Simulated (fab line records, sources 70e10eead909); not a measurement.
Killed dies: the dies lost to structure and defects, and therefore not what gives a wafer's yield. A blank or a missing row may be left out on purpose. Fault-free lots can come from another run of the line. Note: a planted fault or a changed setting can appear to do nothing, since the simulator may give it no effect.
Which tool is to blame? :: flow nandHarc :: Sampling: 6 lots, 18 wafers, 5 of 1159 route steps

## WHAT THE GAUGES READ, wafer by wafer
NHARC_P_M0_CD_MEAS_09: target cd 90 nm.
lot: L636
measured: day 6 08:14
on: cdSem-01
cdNm (nm): 90.5 91.1 90.0

lot: L638
measured: day 7 05:26
on: cdSem-02
cdNm (nm): 83.8 82.0 82.7

lot: L647
measured: day 10 04:08
on: cdSem-03
cdNm (nm): 90.7 90.7 89.3

lot: L646
measured: day 10 08:02
on: cdSem-02
cdNm (nm): 90.9 90.8 90.7

lot: L650
measured: day 10 16:30
on: cdSem-01
cdNm (nm): 89.0 89.7 89.8

lot: L658
measured: day 11 14:53
on: cdSem-03
cdNm (nm): 90.6 88.6 89.7

## EACH LOT AND THE TOOL THAT RAN IT (in order: tool; ch and the chambers of the sampled wafers; start)
lot: L636
NHARC_P_CONTACT_PVD_32: pvdSputter-01, day 6 00:12 or earlier
NHARC_P_CONTACT_ALD_22: aldMetal-03 ch 0,2, day 6 00:12
NHARC_P_CONTACT_CMP_24: cmp-01 ch 2,3, day 6 06:47
NHARC_P_M0_PEB_07: lithoTrack-06 ch 0, day 6 08:09

lot: L638
NHARC_P_CONTACT_PVD_32: pvdSputter-01, day 6 23:55 or earlier
NHARC_P_CONTACT_ALD_22: aldMetal-04 ch 0,2,3, day 6 23:55
NHARC_P_CONTACT_CMP_24: cmp-03 ch 1,2,3, day 7 04:08
NHARC_P_M0_PEB_07: lithoTrack-06 ch 0, day 7 05:22

lot: L647
NHARC_P_CONTACT_PVD_32: pvdSputter-03, day 9 12:55 or earlier
NHARC_P_CONTACT_ALD_22: aldMetal-03 ch 0,1,2, day 9 12:55
NHARC_P_CONTACT_CMP_24: cmp-02 ch 1,3, day 10 02:52
NHARC_P_M0_PEB_07: lithoTrack-01 ch 0, day 10 04:04

lot: L646
NHARC_P_CONTACT_PVD_32: pvdSputter-03, day 9 15:34 or earlier
NHARC_P_CONTACT_ALD_22: aldMetal-03 ch 1,2,3, day 9 15:34
NHARC_P_CONTACT_CMP_24: cmp-03 ch 1,2,3, day 10 06:50
NHARC_P_M0_PEB_07: lithoTrack-01 ch 0, day 10 07:56

lot: L650
NHARC_P_CONTACT_PVD_32: pvdSputter-02, day 10 08:43 or earlier
NHARC_P_CONTACT_ALD_22: aldMetal-04 ch 0,2,3, day 10 08:43
NHARC_P_CONTACT_CMP_24: cmp-01 ch 0,1,2, day 10 15:16
NHARC_P_M0_PEB_07: lithoTrack-04 ch 0, day 10 16:25

lot: L658
NHARC_P_CONTACT_PVD_32: pvdSputter-02, day 11 08:45 or earlier
NHARC_P_CONTACT_ALD_22: aldMetal-01 ch 1,2,3, day 11 08:45
NHARC_P_CONTACT_CMP_24: cmp-02 ch 1,2,3, day 11 13:42
NHARC_P_M0_PEB_07: lithoTrack-01 ch 0, day 11 14:49
- NHARC_P_CONTACT_PVD_32: deposits Ti, target thk 5 nm, time 17.7 s.
- NHARC_P_CONTACT_ALD_22: deposits TiN, target thk 3 nm, pulse time 1 s, ald cycles 150.
- NHARC_P_CONTACT_CMP_24: polishes, t overpolish 30 s, target thk 200 nm.
- NHARC_P_M0_PEB_07: peb time 65 s.

## THE ANSWER, worked out from the rows above alone
Rule: usual is defined by the lots themselves. Put in order of their means at a reading, lots are off if they are a third of the lots or fewer, leave a main group of 4 or more, and stand apart from it by a gap of 3 or more times the standard deviation of the main group's means; of several such gaps the widest counts. If all means in a main group match to the digits the tables above print for the reading, that group is not used. A lot without any number at a reading at which 4 lots or more have one is off too. All remaining lots with rows at the step are treated as sound.
Off: L638 (NHARC_P_M0_CD_MEAS_09, cdNm). Mean 90.1 nm and standard deviation 0.5 in the main group.
A tool fits if, at a process step before that reading, it ran every lot that is off, and no sound lot after the first of them. Those tools and the gauges at NHARC_P_M0_CD_MEAS_09 are tried in the same way. NHARC_P_CONTACT_PVD_32 gives no start for some lots, so the hours and the order of its lots are those of NHARC_P_CONTACT_ALD_22. Undecided on this evidence; 2 tools fit (pvdSputter-01 at NHARC_P_CONTACT_PVD_32, lithoTrack-06 at NHARC_P_M0_PEB_07).

## WHAT THE SIMULATOR PUT IN
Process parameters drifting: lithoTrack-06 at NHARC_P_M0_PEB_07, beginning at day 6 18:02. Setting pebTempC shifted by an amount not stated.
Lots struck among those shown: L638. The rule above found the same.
